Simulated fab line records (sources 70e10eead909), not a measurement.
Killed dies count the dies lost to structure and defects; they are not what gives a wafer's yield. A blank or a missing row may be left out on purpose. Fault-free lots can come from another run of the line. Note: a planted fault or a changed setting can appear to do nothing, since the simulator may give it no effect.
Which of the tools did it? ; flow nand_harc ; 22 lots, 66 wafers sampled, at 6 steps of a route of 1302

WHAT THE GAUGES READ, wafer by wafer
The record lacks any reading of a measuring or inspecting step that a usual standard deviation could be used to judge.

WHAT TOOL EACH LOT RAN ON (gives the tool, then ch and the chambers of the sampled wafers, and finally the start)
lot;NHARC_A_STAIRCASE_TRIM_224;NHARC_A_STAIRCASE_ETCH_225;NHARC_A_STAIRCASE_STRIP_238;NHARC_A_STAIRCASE_HM_OPEN_457;NHARC_A_STAIRCASE_HM_OPEN_463;NHARC_A_SGD_CUT_DEP_00
L074;rie_diel-02 ch 0,2,3, day 16 01:36 or earlier;rie_diel-02 ch 0,1,3, day 16 01:36 or earlier;plasma_asher-02 ch 0,1, day 16 01:36;rie_diel-02 ch 0,3, day 19 07:14 or earlier;rie_diel-11 ch 0,1,3, day 19 07:14 or earlier;pecvd-04 ch 1,2, day 19 07:14
L075;rie_diel-04 ch 1,2,3, day 16 20:09 or earlier;rie_diel-04 ch 0,1,2, day 16 20:09 or earlier;plasma_asher-01 ch 0,1, day 16 20:09;rie_diel-04 ch 0,1,2, day 19 23:35 or earlier;rie_diel-02 ch 0,2,3, day 19 23:35 or earlier;pecvd-02 ch 1,2, day 19 23:35
L076;rie_diel-02 ch 0,1,3, day 16 20:22 or earlier;rie_diel-02 ch 0,1, day 16 20:22 or earlier;plasma_asher-02 ch 0,1, day 16 20:22;rie_diel-11 ch 0,1,2, day 20 03:50 or earlier;rie_diel-04 ch 1,2, day 20 03:50 or earlier;pecvd-03 ch 0,1,2, day 20 03:50
L077;rie_diel-11 ch 0,1,2, day 16 20:31 or earlier;rie_diel-11 ch 2,3, day 16 20:31 or earlier;plasma_asher-01 ch 0,1, day 16 20:31;rie_diel-02 ch 0,1,2, day 20 00:20 or earlier;rie_diel-11 ch 0,2,3, day 20 00:20 or earlier;pecvd-03 ch 1,2, day 20 00:20
L078;rie_diel-04 ch 1,2,3, day 17 18:47 or earlier;rie_diel-04 ch 1,2,3, day 17 18:47 or earlier;plasma_asher-02 ch 0,1, day 17 18:47;rie_diel-04 ch 2,3, day 20 17:50 or earlier;rie_diel-11 ch 0,1,2, day 20 17:50 or earlier;pecvd-04 ch 0,1,2, day 20 17:50
L079;rie_diel-04 ch 0,2,3, day 17 23:45 or earlier;rie_diel-04 ch 1,2,3, day 17 23:45 or earlier;plasma_asher-01 ch 0,1, day 17 23:45;rie_diel-04 ch 1,2,3, day 20 17:56 or earlier;rie_diel-11 ch 1,2,3, day 20 17:56 or earlier;pecvd-03 ch 0,1,2, day 20 17:56
L080;rie_diel-11 ch 0,1,2, day 18 17:21 or earlier;rie_diel-11 ch 2,3, day 18 17:21 or earlier;plasma_asher-02 ch 0,1, day 18 17:21;rie_diel-02 ch 0,2,3, day 21 21:44 or earlier;rie_diel-02 ch 0,3, day 21 21:44 or earlier;pecvd-03 ch 0,1, day 21 21:44
L081;rie_diel-04 ch 0,1,2, day 18 18:29 or earlier;rie_diel-04 ch 0,1,2, day 18 18:29 or earlier;plasma_asher-02 ch 0,1, day 18 18:29;rie_diel-04 ch 0,2,3, day 21 22:13 or earlier;rie_diel-02 ch 0,2,3, day 21 22:13 or earlier;pecvd-02 ch 1,2, day 21 22:13
L082;rie_diel-04 ch 1,3, day 19 10:17 or earlier;rie_diel-04 ch 1,2,3, day 19 10:17 or earlier;plasma_asher-01 ch 0,1, day 19 10:17;rie_diel-04 ch 1,2,3, day 22 15:50 or earlier;rie_diel-02 ch 2,3, day 22 15:50 or earlier;pecvd-03 ch 0,1,2, day 22 15:50
L084;rie_diel-11 ch 0,2, day 20 05:53 or earlier;rie_diel-11 ch 1,3, day 20 05:53 or earlier;plasma_asher-02 ch 0,1, day 20 05:53;rie_diel-11 ch 1,2, day 23 06:05 or earlier;rie_diel-11 ch 0,2, day 23 06:05 or earlier;pecvd-02 ch 0,1,2, day 23 06:05
L083;rie_diel-02 ch 0,2,3, day 20 09:01 or earlier;rie_diel-02 ch 1,3, day 20 09:01 or earlier;plasma_asher-02 ch 0,1, day 20 09:01;rie_diel-02 ch 0,3, day 23 06:22 or earlier;rie_diel-02 ch 1,2,3, day 23 06:22 or earlier;pecvd-04 ch 0,1,2, day 23 06:22
L085;rie_diel-02 ch 0,1,2, day 20 19:49 or earlier;rie_diel-02 ch 0,1,2, day 20 19:49 or earlier;plasma_asher-02 ch 0,1, day 20 19:49;rie_diel-04 ch 0,2,3, day 23 16:47 or earlier;rie_diel-04 ch 1,2,3, day 23 16:47 or earlier;pecvd-03 ch 1,2, day 23 16:47
L087;rie_diel-11 ch 0,2, day 21 07:11 or earlier;rie_diel-11 ch 0,2,3, day 21 07:11 or earlier;plasma_asher-02 ch 0,1, day 21 07:11;rie_diel-11 ch 0,1, day 24 02:50 or earlier;rie_diel-11 ch 0,2, day 24 02:50 or earlier;pecvd-04 ch 0,2, day 24 02:50
L088;rie_diel-04 ch 0,1,2, day 22 02:49 or earlier;rie_diel-04 ch 0,1, day 22 02:49 or earlier;plasma_asher-02 ch 0, day 22 02:49;rie_diel-04 ch 0,2, day 23 02:05 or earlier;rie_diel-02 ch 1,2, day 23 02:05;pecvd-04 ch 0,1,2, day 25 01:42
L089;rie_diel-04 ch 0,1,3, day 22 03:42 or earlier;rie_diel-04 ch 1,2,3, day 22 03:42 or earlier;plasma_asher-01 ch 0,1, day 22 03:42;rie_diel-02 ch 0,1,2, day 25 01:26 or earlier;rie_diel-04 ch 0,1,3, day 25 01:26 or earlier;pecvd-03 ch 1,2, day 25 01:26
L090;rie_diel-11 ch 0,1,2, day 22 17:50 or earlier;rie_diel-11 ch 1,2,3, day 22 17:50 or earlier;plasma_asher-02 ch 0,1, day 22 17:50;rie_diel-04 ch 0,1,3, day 25 19:30 or earlier;rie_diel-11 ch 0,2,3, day 25 19:30 or earlier;pecvd-03 ch 0,2, day 25 19:30
L091;rie_diel-02 ch 1,2,3, day 22 18:58 or earlier;rie_diel-02 ch 1,2,3, day 22 18:58 or earlier;plasma_asher-02 ch 0,1, day 22 18:58;rie_diel-11 ch 1,2,3, day 25 19:17 or earlier;rie_diel-02 ch 0,1,2, day 25 19:17 or earlier;pecvd-03 ch 0,1, day 25 19:17
L093;rie_diel-11 ch 2,3, day 23 23:28 or earlier;rie_diel-11 ch 0,1,3, day 23 23:28 or earlier;plasma_asher-02 ch 0,1, day 23 23:28;rie_diel-04 ch 0,1,3, day 27 01:31 or earlier;rie_diel-04 ch 0,1,2, day 27 01:31 or earlier;pecvd-02 ch 0,1,2, day 27 01:31
L092;rie_diel-11 ch 0,2, day 23 23:47 or earlier;rie_diel-11 ch 1,2,3, day 23 23:47 or earlier;plasma_asher-02 ch 0,1, day 23 23:47;rie_diel-11 ch 0,1,3, day 27 03:50 or earlier;rie_diel-04 ch 0,3, day 27 03:50 or earlier;pecvd-04 ch 0,1,2, day 27 03:50
L095;rie_diel-02 ch 1,2,3, day 24 09:59 or earlier;rie_diel-02 ch 0,1,2, day 24 09:59 or earlier;plasma_asher-01 ch 0,1, day 24 09:59;rie_diel-04 ch 0,1,3, day 27 01:07 or earlier;rie_diel-11 ch 1,2,3, day 27 01:07 or earlier;pecvd-04 ch 0,1,2, day 27 01:07
L094;rie_diel-04 ch 1,2,3, day 25 06:32 or earlier;rie_diel-04 ch 1,2,3, day 25 06:32 or earlier;plasma_asher-01 ch 0,1, day 25 06:32;rie_diel-02 ch 0,1, day 27 22:47 or earlier;rie_diel-11 ch 0,3, day 27 22:47 or earlier;pecvd-03 ch 0,1,2, day 27 22:47
L097;rie_diel-02 ch 0,2,3, day 26 00:55 or earlier;rie_diel-02 ch 1,3, day 26 00:55 or earlier;plasma_asher-01 ch 0,1, day 26 00:55;rie_diel-11 ch 0,2,3, day 28 21:36 or earlier;rie_diel-02 ch 0,1, day 28 21:36 or earlier;pecvd-02 ch 1,2, day 28 21:36
- NHARC_A_STAIRCASE_TRIM_224: chemistry O2, time 211.2 s.
- NHARC_A_STAIRCASE_ETCH_225: etches the open film in C4F8/O2, target depth 100 nm, time 40.5 s.
- NHARC_A_STAIRCASE_STRIP_238: strips in O2.
- NHARC_A_STAIRCASE_HM_OPEN_457: chemistry O2/COS.
- NHARC_A_STAIRCASE_HM_OPEN_463: chemistry O2/COS.
- NHARC_A_SGD_CUT_DEP_00: deposits SiNx, target thk 50 nm.

WHAT THE TOOLS THEMSELVES READ (means of the sampled wafers that have a number; where no wafer has one, the mark that the record gives instead)
NHARC_A_STAIRCASE_TRIM_224. Usual: drypump_motor_current_A 5.63 A, standard deviation 0.29; oes_product_au 1.002 a.u., standard deviation 0.0072; rf_vpp_V 57.8 V, standard deviation 0.93; showerhead_plenum_p_Torr 3.53 Torr, standard deviation 0.15; throttle_valve_pct 17.037 %, standard deviation 0.0084.
lot;tool;drypump_motor_current_A (A);oes_product_au (a.u.);rf_vpp_V (V);showerhead_plenum_p_Torr (Torr);throttle_valve_pct (%);flag
L074;rie_diel-02;5.64;1.009;56.5;3.45;17.034;
L075;rie_diel-04;5.55;1.001;59.0;3.57;17.036;
L076;rie_diel-02;5.55;1.004;57.7;3.56;17.042;
L077;rie_diel-11;5.64;1.012;57.3;3.34;17.035;
L078;rie_diel-04;5.53;1.001;57.8;3.57;17.045;
L079;rie_diel-04;5.51;0.995;58.2;3.57;17.033;
L080;rie_diel-11;5.64;1.007;57.0;3.33;17.036;
L081;rie_diel-04;5.77;1.001;58.6;3.62;17.040;
L082;rie_diel-04;5.47;0.999;57.1;3.57;17.032;
L084;rie_diel-11;5.68;0.998;58.1;3.64;17.033;
L083;rie_diel-02;5.62;0.992;57.7;3.43;17.036;
L085;rie_diel-02;5.83;1.004;58.9;3.48;17.030;
L087;rie_diel-11;5.51;1.000;57.5;3.47;17.036;
L088;rie_diel-04;5.77;1.000;57.5;3.61;17.040;
L089;rie_diel-04;5.44;0.996;58.1;3.56;17.033;
L090;rie_diel-11;5.63;1.003;58.1;3.50;17.040;
L091;rie_diel-02;5.68;0.997;59.2;3.57;17.042;
L093;rie_diel-11;5.76;1.000;57.8;3.68;17.040;
L092;rie_diel-11;5.50;1.007;57.8;3.45;17.037;
L095;rie_diel-02;5.70;1.005;57.8;3.57;17.032;
L094;rie_diel-04;5.56;1.004;57.3;3.53;17.032;
L097;rie_diel-02;5.62;0.999;58.1;3.41;17.041;

NHARC_A_STAIRCASE_ETCH_225. Usual: oes_product_au 0.944 a.u., standard deviation 0.0092; rf_fwd_power_W 594 W, standard deviation 3.1; rf_vpp_V 896 V, standard deviation 5.7.
lot;tool;oes_product_au (a.u.);rf_fwd_power_W (W);rf_vpp_V (V);flag
L074;rie_diel-02;0.941;595;897;
L075;rie_diel-04;0.942;593;900;
L076;rie_diel-02;0.943;594;894;
L077;rie_diel-11;0.943;597;890;
L078;rie_diel-04;0.940;591;897;
L079;rie_diel-04;0.944;592;897;
L080;rie_diel-11;0.944;597;891;
L081;rie_diel-04;0.944;594;899;
L082;rie_diel-04;0.941;594;897;
L084;rie_diel-11;0.959;595;897;
L083;rie_diel-02;0.943;592;901;
L085;rie_diel-02;0.939;596;894;
L087;rie_diel-11;0.952;594;897;
L088;rie_diel-04;0.944;592;898;
L089;rie_diel-04;0.945;591;897;
L090;rie_diel-11;0.944;593;899;
L091;rie_diel-02;0.930;594;898;
L093;rie_diel-11;0.948;594;892;
L092;rie_diel-11;0.950;596;899;
L095;rie_diel-02;0.937;595;894;
L094;rie_diel-04;0.946;592;896;
L097;rie_diel-02;0.941;593;899;

NHARC_A_STAIRCASE_STRIP_238. Usual: drypump_motor_current_A 5.5 A, standard deviation 0.48; heater_power_w 337 W, standard deviation 14.
lot;tool;drypump_motor_current_A (A);heater_power_w (W);flag
L074;plasma_asher-02;5.4;349;
L075;plasma_asher-01;5.8;329;
L076;plasma_asher-02;5.1;339;
L077;plasma_asher-01;5.8;334;
L078;plasma_asher-02;5.4;341;
L079;plasma_asher-01;5.9;324;
L080;plasma_asher-02;5.5;349;
L081;plasma_asher-02;5.5;349;
L082;plasma_asher-01;5.8;331;
L084;plasma_asher-02;5.4;345;
L083;plasma_asher-02;5.1;344;
L085;plasma_asher-02;5.5;342;
L087;plasma_asher-02;5.1;343;
L088;plasma_asher-02;4.8;338;
L089;plasma_asher-01;5.9;321;
L090;plasma_asher-02;5.1;344;
L091;plasma_asher-02;5.1;341;
L093;plasma_asher-02;5.5;342;
L092;plasma_asher-02;5.5;340;
L095;plasma_asher-01;5.8;319;
L094;plasma_asher-01;5.9;311;
L097;plasma_asher-01;5.9;322;

NHARC_A_STAIRCASE_HM_OPEN_457. Usual: drypump_motor_current_A 5.6 A, standard deviation 0.3; oes_product_au 1.002 a.u., standard deviation 0.0072; rf_fwd_power_W 499.3 W, standard deviation 1.7; rf_vpp_V 467 V, standard deviation 3.1; showerhead_plenum_p_Torr 3.13 Torr, standard deviation 0.14; throttle_valve_pct 28.330 %, standard deviation 0.0089.
lot;tool;drypump_motor_current_A (A);oes_product_au (a.u.);rf_fwd_power_W (W);rf_vpp_V (V);showerhead_plenum_p_Torr (Torr);throttle_valve_pct (%);flag
L074;rie_diel-02;5.5;1.005;499.0;464;3.02;28.332;
L075;rie_diel-04;5.8;1.001;497.2;469;3.21;28.330;
L076;rie_diel-11;5.6;1.008;498.8;463;2.95;28.324;
L077;rie_diel-02;5.8;0.999;499.9;466;3.09;28.328;
L078;rie_diel-04;5.3;0.996;498.2;467;3.10;28.332;
L079;rie_diel-04;5.6;0.996;500.0;467;3.15;28.340;
L080;rie_diel-02;5.6;0.997;499.5;466;3.04;28.328;
L081;rie_diel-04;5.5;1.007;499.1;468;3.16;28.336;
L082;rie_diel-04;5.5;0.998;499.4;468;3.15;28.324;
L084;rie_diel-11;5.8;1.001;501.0;470;3.25;28.333;
L083;rie_diel-02;5.4;1.001;501.8;467;3.09;28.333;
L085;rie_diel-04;5.5;0.993;499.9;468;3.15;28.334;
L087;rie_diel-11;5.6;1.007;498.9;463;2.98;28.330;
L088;rie_diel-04;5.7;1.000;500.6;468;3.20;28.328;
L089;rie_diel-02;5.8;0.999;497.7;466;3.07;28.331;
L090;rie_diel-04;5.4;1.004;500.4;468;3.15;28.331;
L091;rie_diel-11;5.7;1.002;501.4;467;3.19;28.327;
L093;rie_diel-04;5.4;1.009;498.1;469;3.14;28.334;
L092;rie_diel-11;5.6;1.017;499.1;465;3.04;28.335;
L095;rie_diel-04;5.4;1.013;498.9;469;3.14;28.336;
L094;rie_diel-02;5.8;1.001;499.5;468;3.16;28.328;
L097;rie_diel-11;5.6;0.996;498.8;468;3.15;28.325;

NHARC_A_STAIRCASE_HM_OPEN_463. Usual: drypump_motor_current_A 5.64 A, standard deviation 0.29; oes_product_au 1.002 a.u., standard deviation 0.0078; rf_fwd_power_W 499.3 W, standard deviation 1.6; rf_vpp_V 467 V, standard deviation 3.1; showerhead_plenum_p_Torr 3.11 Torr, standard deviation 0.14; throttle_valve_pct 28.330 %, standard deviation 0.0092.
lot;tool;drypump_motor_current_A (A);oes_product_au (a.u.);rf_fwd_power_W (W);rf_vpp_V (V);showerhead_plenum_p_Torr (Torr);throttle_valve_pct (%);flag
L074;rie_diel-11;5.62;1.004;498.3;465;3.06;28.332;
L075;rie_diel-02;5.63;1.002;500.3;465;3.05;28.327;
L076;rie_diel-04;5.80;0.994;498.9;468;3.20;28.342;
L077;rie_diel-11;5.62;1.005;500.2;465;3.02;28.327;
L078;rie_diel-11;5.63;1.005;499.1;463;2.94;28.337;
L079;rie_diel-11;5.77;1.011;499.8;466;3.04;28.330;
L080;rie_diel-02;5.38;1.000;500.8;466;3.09;28.333;
L081;rie_diel-02;5.63;0.991;499.3;466;3.04;28.335;
L082;rie_diel-02;5.49;0.993;501.7;468;3.13;28.331;
L084;rie_diel-11;5.51;1.002;498.7;466;3.07;28.327;
L083;rie_diel-02;5.68;0.995;500.8;468;3.16;28.333;
L085;rie_diel-04;5.55;1.007;498.4;467;3.14;28.336;
L087;rie_diel-11;5.50;0.995;498.9;466;3.06;28.329;
L088;rie_diel-02;5.88;0.999;499.6;468;3.20;28.325;
L089;rie_diel-04;5.44;1.014;498.9;468;3.15;28.330;
L090;rie_diel-11;5.62;1.003;499.0;467;3.16;28.331;
L091;rie_diel-02;5.83;1.005;499.2;466;3.07;28.329;
L093;rie_diel-04;5.76;1.004;498.6;469;3.18;28.335;
L092;rie_diel-04;5.39;0.997;498.6;468;3.15;28.326;
L095;rie_diel-11;5.77;1.003;498.8;468;3.18;28.319;
L094;rie_diel-11;5.59;1.006;500.0;467;3.10;28.330;
L097;rie_diel-02;5.72;1.007;499.0;467;3.15;28.327;

NHARC_A_SGD_CUT_DEP_00. Usual: heater_power_w 701 W, standard deviation 95; rf_fwd_power_W 448.2 W, standard deviation 1.5; susceptor_temp_C 400.00 C, standard deviation 0.2.
lot;tool;heater_power_w (W);rf_fwd_power_W (W);susceptor_temp_C (C);flag
L074;pecvd-04;764;446.8;400.09;
L075;pecvd-02;749;448.0;399.95;
L076;pecvd-03;721;448.9;400.10;
L077;pecvd-03;647;449.4;400.09;
L078;pecvd-04;743;447.4;399.84;
L079;pecvd-03;685;448.7;399.90;
L080;pecvd-03;693;447.1;399.90;
L081;pecvd-02;772;448.8;400.01;
L082;pecvd-03;698;448.8;400.14;
L084;pecvd-02;670;447.6;400.04;
L083;pecvd-04;735;447.8;400.13;
L085;pecvd-03;606;448.3;399.86;
L087;pecvd-04;711;449.1;399.82;
L088;pecvd-04;718;446.6;399.85;
L089;pecvd-03;661;448.7;400.05;
L090;pecvd-03;727;446.4;400.09;
L091;pecvd-03;731;448.2;400.03;
L093;pecvd-02;687;449.0;399.89;
L092;pecvd-04;739;447.6;399.99;
L095;pecvd-04;740;448.6;399.95;
L094;pecvd-03;681;447.7;400.01;
L097;pecvd-02;676;448.5;400.08;

THE ANSWER, worked out from the rows above alone
Rule: a lot is off if the mean of its wafers that have a number lies more than 3 standard deviations from the usual mean. Also off: a lot with no number at a reading for which 4 or more lots have one. Where the step has rows for the other lots, those lots are counted as sound. The gauges are gone through in route order, then the tools' own readings, and for those a lot's mean is taken as printed above. At the first step where some lot is off, the reading lying furthest off is the one used; lots without a number count as furthest.
None of the lots is off at any reading shown; this tells nothing.

WHAT THE SIMULATOR PUT IN
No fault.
